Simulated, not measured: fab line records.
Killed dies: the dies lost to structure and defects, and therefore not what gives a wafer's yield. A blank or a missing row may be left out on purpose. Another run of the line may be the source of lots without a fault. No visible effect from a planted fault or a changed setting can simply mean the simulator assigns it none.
fab line records    flow n5-finfet
record: lots: 4  wafers: 12  last-day: 14
route steps=1938 shown PMOS_HMC_CHANNEL_EPI@75 FIN_SAQP@90 STI_FIN_REVEAL@205 BEOL_M4@1111 PASSIVATION@1936
lots untouched by any fault: they come from a run of this same line in which no faults occurred
start-h: hours from the record's first day to the start of the lot's first wafer shown    wait-h: hours since the lot's step before    " as in the row above    L1.1+2: one row covering several wafers at once    - no value, or no start given    * or withheld: withheld    < > ~ a bound
route shown NAME@n: a module of which the file shows steps, and the number in the route of the first    usual: mean/standard deviation taken from wafers without a fault    same: alike in all rows    chamber/n: place in a boat    sites: readings site by site    _std_site: how widely they spread, as a standard deviation    _edge_site: the outer-site mean with the inner-site mean subtracted    radius-mm: for every site, how far away it sits from the centre of the wafer    mask NAME#n: copy n    behind: the last tool/chamber to shape the wafer    hold: why the lot went on hold/how many hours it stayed there/how the hold came to an end    device: the transistor (n, p or np) that didn't switch    end of line: the route-end tests of the same wafers    a step given without rows: its recipe and nothing more    killed: dies that structure and defects cost at the first sort, which is not the same as the wafer's yield    map: dies across one wafer; x = killed, . = not, _ = none there
set.NAME: the run value of the setting; set.NAME@STEP: its run value at that earlier step    model.NAME: the simulator's own value behind a step, which no gauge read
a table for each step, a row for each wafer; lots at some steps of the route
services: from which hour (start-h, from the record's first day; less than 0 if before it) a tool's chamber was out of use, for how many hours, and why
== steps ==
step: N5_PMOS_HMC_CHANNEL_EPI_PRECLEAN_36
recipe: chemistry: O3/DIW  time-s: 45  temp-c: 22  o3-ppm: 10
step: N5_PMOS_HMC_CHANNEL_EPI_PRECLEAN_18
recipe: chemistry: DHF  time-s: 30  temp-c: 25  dilution: withheld
step: N5_PMOS_HMC_CHANNEL_EPI_SRD_19
recipe: dry: ipa-marangoni  do-ppb: 5  time-s: 30  temp-c: 23  rinse-liquid: diw
step: N5_PMOS_HMC_CHANNEL_EPI_EPI_20
recipe: material: SiGe30  mask-material: SiO2  pressure-torr: 20  target-thk-a: 590  temp-c: 600
step: N5_PMOS_HMC_CHANNEL_EPI_HM_STRIP_35
recipe: chemistry: dHF  temp-c: 25  material: SiO2  target: SiO2  target-depth-a: 396  time-s: 216
step: N5_PMOS_HMC_CHANNEL_EPI_SRD_39
recipe: dry: ipa-marangoni  time-s: 30  temp-c: 23  rinse-liquid: diw
step: N5_PMOS_HMC_CHANNEL_EPI_CMP_21
recipe: material: SiGe30  post-cmp-clean: alkaline-brush  target-thk-nm: 54
step: N5_PMOS_HMC_CHANNEL_EPI_PRECLEAN_40
recipe: chemistry: DHF  time-s: 30  temp-c: 25  dilution: withheld
step: N5_PMOS_HMC_CHANNEL_EPI_PRECLEAN_37
recipe: chemistry: O3/DIW  time-s: 45  temp-c: 22  o3-ppm: 10
step: N5_PMOS_HMC_CHANNEL_EPI_PRECLEAN_24
recipe: chemistry: DHF  time-s: 30  temp-c: 25  dilution: withheld
step: N5_PMOS_HMC_CHANNEL_EPI_SRD_25
recipe: dry: ipa-marangoni  do-ppb: 5  time-s: 30  temp-c: 23  rinse-liquid: diw
step: N5_PMOS_HMC_CHANNEL_EPI_EPI_26
recipe: material: Si  target-thk-a: 38  temp-c: 650  precursor: SiH4/H2  pressure-torr: 20  time-s: 22.7
usual: susceptor-temp-C: 650.0/0.31  throttle-valve-pct: 11.70/0.29
lot.wafer  tool          chamber  start-h  wait-h  susceptor-temp-C  throttle-valve-pct  model.Si_of_PMOS_HMC_CHANNEL_EPI_EPI_26.thk-nm
L469.1     epi-rpcvd-01  0        49.84    0.0     649.6             11.89               3.791
L469.2     "             0        "        "       649.9             12.17               3.741
L469.3     "             0        "        "       649.8             12.00               3.757
L472.1     epi-rpcvd-01  0        67.92    0.0     650.1             11.95               4.899
L472.4     "             0        "        "       649.9             11.91               4.919
L472.5     "             0        "        "       649.9             11.67               4.92
L475.3     epi-rpcvd-01  0        86.22    0.1     650.1             11.90               4.941
L475.5     "             0        "        "       649.8             11.90               4.844
L475.6     "             0        "        "       650.3             11.81               4.895
L478.4     epi-rpcvd-03  0        104.38   0.2     650.0             11.26               3.83
L478.5     "             0        "        "       649.9             11.41               3.783
L478.6     "             0        "        "       650.1             11.26               3.87
step: N5_FIN_SAQP_PRECLEAN_42
recipe: chemistry: O3/DIW  time-s: 60  temp-c: 22  o3-ppm: 10
step: N5_FIN_SAQP_PRECLEAN_00
recipe: chemistry: SC1  time-s: 60  temp-c: 55  mix: 1:2:50
step: N5_FIN_SAQP_PRECLEAN_44
recipe: chemistry: SC2  time-s: 45  temp-c: 35  mix: 1:1:50
step: N5_FIN_SAQP_SRD_01
recipe: dry: ipa-marangoni  time-s: 30  temp-c: 23  rinse-liquid: diw
step: N5_FIN_SAQP_ALD_61
recipe: material: SiO2  target-thk-a: 40  temp-c: 300  ald-precursor-family: BDEAS  ald-co-reactant: O2-plasma  pulse-time-s: 1  purge-time-s: 2  co-reactant-purge-time-s: 2  ald-cycles: 43  pressure-torr: 2
step: N5_FIN_SAQP_DENSIFY_62
recipe: temp-c: 700  time-s: 60  ambient: N2  idle-temp-c: 600  ramp-up-c-per-s: 150  ramp-down-c-per-s: 60  cool-to-c: 600
step: N5_FIN_SAQP_HM_DEP_03
recipe: material: SiNx  target-thk-a: 380  temp-c: 400  precursor: SiH4/NH3/N2  pressure-torr: 1.5  rf-w: 300  time-s: 33.6
step: N5_FIN_SAQP_PECVD_47
recipe: material: a-Si  target-thk-a: 450  temp-c: 400  precursor: SiH4/He  pressure-torr: 3  rf-w: 100  time-s: 36.3
step: N5_FIN_SAQP_PECVD_48
recipe: material: SiNx  target-thk-a: 250  temp-c: 400  precursor: SiH4/NH3/N2  pressure-torr: 1.5  rf-w: 300  time-s: 22.1
step: N5_FIN_SAQP_PECVD_06
recipe: material: a-Si  target-thk-a: 600  temp-c: 400  precursor: SiH4/He  pressure-torr: 3  rf-w: 100  time-s: 48.1
step: N5_FIN_SAQP_HM_DEP_72
recipe: material: SiO2  target-thk-a: 120  temp-c: 400  precursor: SiH4/N2O  pressure-torr: 0.75  rf-w: 275  time-s: 7.2
step: N5_FIN_SAQP_COAT_49
recipe: resist: SOC  temp-c: 250  time-s: 60  spin-rpm: 1500  resist-thk-nm: 100
step: N5_FIN_SAQP_COAT_50
recipe: resist: SiARC  temp-c: 220  time-s: 60  spin-rpm: 1500  resist-thk-nm: 35
step: N5_FIN_SAQP_COAT_10
recipe: resist: CAR-ArF  spin-rpm: 1500  resist-thk-nm: 90
step: N5_FIN_SAQP_EBR_12
recipe: solvent: PGMEA  ebr-width-mm: 1.5
step: N5_FIN_SAQP_SOFTBAKE_11
recipe: temp-c: 110  time-s: 60  resist: CAR-ArF
step: N5_FIN_SAQP_EXPOSE_13
recipe: mask-id: FIN_CORE  na: 1.35  source-shape: dipole  sigma-inner: 0.538  sigma-outer: 0.738  polarization: te  target-cd-nm: 35.6  dose-mj: 63.25
step: N5_FIN_SAQP_PEB_14
recipe: peb-temp-c: withheld  peb-time-s: 60  resist: CAR-ArF
step: N5_FIN_SAQP_DEVELOP_15
recipe: develop-time-s: 30  developer: TMAH  resist: CAR-ArF  dev-temp-c: 23  rinse-liquid: diw  dry: air-spin
step: N5_FIN_SAQP_DESCUM_21
recipe: chemistry: O2  time-s: 7.9  source-power-w: 50  bias-power-w: 20  pressure-mtorr: 20  rf-frequency-hz: 2.712e+07  temp-c: 40  resist: CAR-ArF  o2-flow-sccm: 225
step: N5_FIN_SAQP_ETCH_51
recipe: chemistry: CF4  target: SiARC  target-depth-a: 455  mask-material: CAR-ArF  time-s: 75.8  ion-energy-ev: 80  pressure-mtorr: 40  source-w: 545  bias-w: 36  Ar_flow_sccm: 100  cf4-flow-sccm: 100  ends: cleared
step: N5_FIN_SAQP_ETCH_52
recipe: chemistry: N2/H2  target: SOC  target-depth-a: 1000  overetch-a: 200  mask-material: SiARC  temp-c: 40  time-s: 150  ion-energy-ev: 200  pressure-mtorr: 30  source-w: 840  bias-w: 150  n2-flow-sccm: 200  h2-flow-sccm: 200  ends: end-point
step: N5_STI_FIN_REVEAL_CLEAN_19
recipe: chemistry: O3/DIW  temp-c: 25  time-s: 120  o3-ppm: 10
usual: bath-heat-duty-pct: 6.2/0.79
lot.wafer  tool          chamber  start-h  wait-h  bath-heat-duty-pct  model.Si_of_PMOS_HMC_CHANNEL_EPI_EPI_26.thk-nm
L469.1     wet-bench-06  5        68.56    0.1     4.6                 2.4
L469.2     "             7        "        "       4.7                 2.4
L469.3     "             2        "        "       5.4                 2.4
L472.1     wet-bench-06  1        84.32    0.1     5.8                 3.6
L472.4     "             6        "        "       6.6                 3.6
L472.5     "             3        "        "       8.9                 3.6
L475.3     wet-bench-05  3        104.25   0.1     6.9                 3.6
L475.5     "             4        "        "       6.8                 3.4
L475.6     "             5        "        "       7.4                 3.6
L478.4     wet-bench-06  0        121.78   0.0     5.5                 2.4
L478.5     "             7        "        "       5.7                 2.4
L478.6     "             3        "        "       7.4                 2.6
step: N5_BEOL_M4_RC_MEAS_101
usual: DIBL_N: 36.4/1.5  DIBL_P: 36.4/1.6  IOFF_N: 0.164/0.025  IOFF_P: 0.214/0.028  ION_N: 675/9.9  ION_P: 463/6.5  SS_N: 71.5/0.5  SS_P: 73.3/0.56  VT_N: 249.2/2.7  VT_P: -250.1/2.8
lot.wafer  tool       chamber  start-h  wait-h  DIBL_N[mV/V]  DIBL_P[mV/V]  IOFF_N[nA/um]  IOFF_P[nA/um]  ION_N[uA/um]  ION_P[uA/um]  SS_N[mV/dec]  SS_P[mV/dec]  VT_N[mV]  VT_P[mV]
L469.1     prober-01  0        195.37   0.0     39.4          37.2          0.204          0.238          702           475           72.0          73.7          246.6     -247.6
L469.2     "          0        "        "       37.3          35.1          0.166          0.205          679           461           71.6          73.0          250.2     -251.2
L469.3     "          0        "        "       38.9          35.5          0.195          0.217          683           458           72.0          73.9          246.6     -249.3
L472.1     prober-01  0        213.64   0.0     35.4          37.6          0.147          0.232          665           467           71.6          73.5          250.0     -248.0
L472.4     "          0        "        "       36.2          38.4          0.166          0.237          670           466           71.6          73.7          248.9     -246.4
L472.5     "          0        "        "       34.2          36.1          0.129          0.204          658           458           71.8          73.2          252.9     -249.1
L475.3     prober-01  0        234.86   0.3     34.9          35.1          0.155          0.221          674           461           71.4          72.4          249.1     -248.1
L475.5     "          0        "        "       37.3          37.3          0.210          0.277          698           484           72.0          73.0          242.8     -245.6
L475.6     "          0        "        "       35.3          35.5          0.157          0.224          671           465           71.4          72.9          251.7     -249.4
L478.4     prober-01  0        243.79   0.5     36.9          38.0          0.184          0.230          669           464           72.2          73.2          248.4     -245.9
L478.5     "          0        "        "       37.1          39.4          0.187          0.242          674           466           72.0          73.8          249.5     -247.6
L478.6     "          0        "        "       37.3          39.1          0.190          0.245          682           467           71.6          73.5          248.4     -248.2
step: N5_PASSIVATION_PROBE_49
usual: defect-limited-yield: 91.1/1.4  killed_at_M0_to_M3: 35/8.7  killed_at_M4_up: 14/5.3  killed-at-contacts: 12/6.2  killed-at-front-end: 41/12  killed-at-other: 3.4/2.6  killed-dies: 105/16  killed-on-rim: 14/3.8  killed-open: 67/13  killed-short: 36/7.3  sort_bin_5_function: 5.2/0.96  sort_bin_6_memory: 3.3/0.6  sort-n-pass: 1075/16  sort-yield-pct: 91.1/1.4
same: gross-dies: 1180  killed-at-back-side: 0  sort_bin_4_leakage[%]: 0  sort_bin_8_speed[%]: 0
lot.wafer  tool       chamber  start-h  wait-h  defect-limited-yield[%]  killed_at_M0_to_M3  killed_at_M4_up  killed-at-contacts  killed-at-front-end  killed-at-other  killed-dies  killed-on-rim  killed-open  killed-short  sort_bin_5_function[%]  sort_bin_6_memory[%]  sort-n-pass  sort-yield-pct[%]
L469.1     prober-01  -        290.52   0.2     90.7                     42                  8                9                   50                   1                110          13             77           32            5.0                     3.8                   1070         90.7
L469.2     prober-01  -        290.57   0.3     88.9                     48                  11               10                  62                   0                131          13             84           47            6.9                     3.6                   1049         88.9
L469.3     prober-01  -        290.62   0.3     90.4                     40                  5                13                  55                   0                113          16             64           48            5.8                     3.5                   1067         90.4
L472.1     prober-01  -        318.63   0.0     91.9                     23                  14               10                  46                   3                96           9              62           30            5.3                     2.5                   1084         91.9
L472.4     prober-01  -        318.78   0.2     91.0                     28                  14               6                   55                   3                106          14             65           38            4.9                     3.7                   1074         91.0
L472.5     prober-01  -        318.83   0.2     90.2                     33                  18               14                  45                   6                116          18             77           36            5.9                     3.6                   1064         90.2
L475.3     prober-01  -        336.20   0.1     90.8                     48                  8                11                  38                   3                108          17             58           49            5.3                     3.3                   1072         90.8
L475.5     prober-01  -        336.30   0.2     90.6                     31                  13               13                  49                   5                111          14             67           37            5.2                     3.8                   1069         90.6
L475.6     prober-01  -        336.35   0.3     92.4                     37                  11               7                   34                   1                90           5              66           22            4.3                     3.0                   1090         92.4
killed by level:class
L469.1 FIN_SAQP:geometric-particle:open=19 BEOL_M1:geometric-particle:open=11 BEOL_M0_SAQP:geometric-particle:open=10 FIN_SAQP:geometric-particle:short=8 MOL_CONTACT_COAG:geometric-particle:open=8 DUMMY_GATE:geometric-particle:open=7 BEOL_M0_SAQP:geometric-particle:short=6 STI_FIN_REVEAL:geometric-particle:open=5
L469.2 FIN_SAQP:geometric-particle:open=31 BEOL_M0_SAQP:geometric-particle:short=18 BEOL_M0_SAQP:geometric-particle:open=16 FIN_SAQP:geometric-particle:short=13 MOL_CONTACT_COAG:geometric-particle:open=8 BEOL_M2:geometric-particle:open=6 BEOL_M1:geometric-particle:open=4 STARTING-WAFER:geometric-particle:open=3
L469.3 FIN_SAQP:geometric-particle:open=21 FIN_SAQP:geometric-particle:short=11 MOL_CONTACT_COAG:geometric-particle:open=11 BEOL_M0_SAQP:geometric-particle:short=9 GATE_CUT:geometric-particle:short=8 BEOL_M2:geometric-particle:short=8 BEOL_M3:geometric-particle:open=7 BEOL_M1:geometric-particle:open=6
L472.1 FIN_SAQP:geometric-particle:short=14 FIN_SAQP:geometric-particle:open=8 DUMMY_GATE:geometric-particle:open=8 BEOL_M0_SAQP:geometric-particle:open=8 MOL_CONTACT_COAG:geometric-particle:open=7 BEOL_M0_SAQP:geometric-particle:short=5 STARTING-WAFER:geometric-particle:open=5 STI_FIN_REVEAL:geometric-particle:open=4
L472.4 FIN_SAQP:geometric-particle:open=19 FIN_SAQP:geometric-particle:short=11 BEOL_M1:geometric-particle:short=7 STI_FIN_REVEAL:geometric-particle:open=6 MOL_CONTACT_COAG:geometric-particle:open=6 BEOL_M1:geometric-particle:open=4 BEOL_M2:geometric-particle:open=4 BEOL_M2:geometric-particle:short=4
L472.5 STI_FIN_REVEAL:geometric-particle:open=12 MOL_CONTACT_COAG:geometric-particle:open=10 BEOL_M2:geometric-particle:open=9 FIN_SAQP:geometric-particle:short=7 FIN_SAQP:geometric-particle:open=7 BEOL_M3:geometric-particle:open=7 BEOL_M3:geometric-particle:short=6 BEOL_M4:geometric-particle:open=6
L475.3 BEOL_M0_SAQP:geometric-particle:short=17 BEOL_M0_SAQP:geometric-particle:open=13 FIN_SAQP:geometric-particle:open=9 STI_FIN_REVEAL:geometric-particle:open=8 BEOL_M1:geometric-particle:open=8 GATE_CUT:geometric-particle:short=7 MOL_CONTACT_COAG:geometric-particle:open=7 FIN_SAQP:geometric-particle:short=6
L475.5 STI_FIN_REVEAL:geometric-particle:open=15 MOL_CONTACT_COAG:geometric-particle:open=10 DUMMY_GATE:geometric-particle:open=6 BEOL_M0:geometric-particle:open=6 BEOL_M4:geometric-particle:open=5 STI_FIN_REVEAL:geometric-particle:short=4 BEOL_M0:geometric-particle:short=4 BEOL_M0_SAQP:geometric-particle:open=4
L475.6 STI_FIN_REVEAL:geometric-particle:open=9 BEOL_M2:geometric-particle:open=7 BEOL_M3:geometric-particle:open=7 DUMMY_GATE:geometric-particle:open=6 MOL_CONTACT_COAG:geometric-particle:open=6 BEOL_M0_SAQP:geometric-particle:open=6 BEOL_M0_SAQP:geometric-particle:short=5 BEOL_M4:geometric-particle:open=5
== services ==
tool          chamber  start-h  hours  kind
epi-rpcvd-01  -        61.54    6.0    pm
epi-rpcvd-03  -        118.97   8.1    pm
== key ==
first-sign none at tools or gauges
model-effect: step: N5_PMOS_HMC_CHANNEL_EPI_EPI_26  value: Si_of_PMOS_HMC_CHANNEL_EPI_EPI_26.thk-nm  without: 3.804  struck: 4.903
model-effect: step: N5_STI_FIN_REVEAL_CLEAN_19  value: Si_of_PMOS_HMC_CHANNEL_EPI_EPI_26.thk-nm  without: 2.4  struck: 3.567
met-at N5_PMOS_HMC_CHANNEL_EPI_EPI_26
struck-wafers L472.1,L472.4,L472.5,L475.3,L475.5,L475.6
onset-between 49.84 67.92
fault: kind: process-parameter-drift  tool: epi-rpcvd-01  chamber: -  onset-h: 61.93  steps: N5_PMOS_HMC_CHANNEL_EPI_EPI_26  channel: time-s  offset: *  shape: step  end-h: 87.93  acts-in: *  stated: *
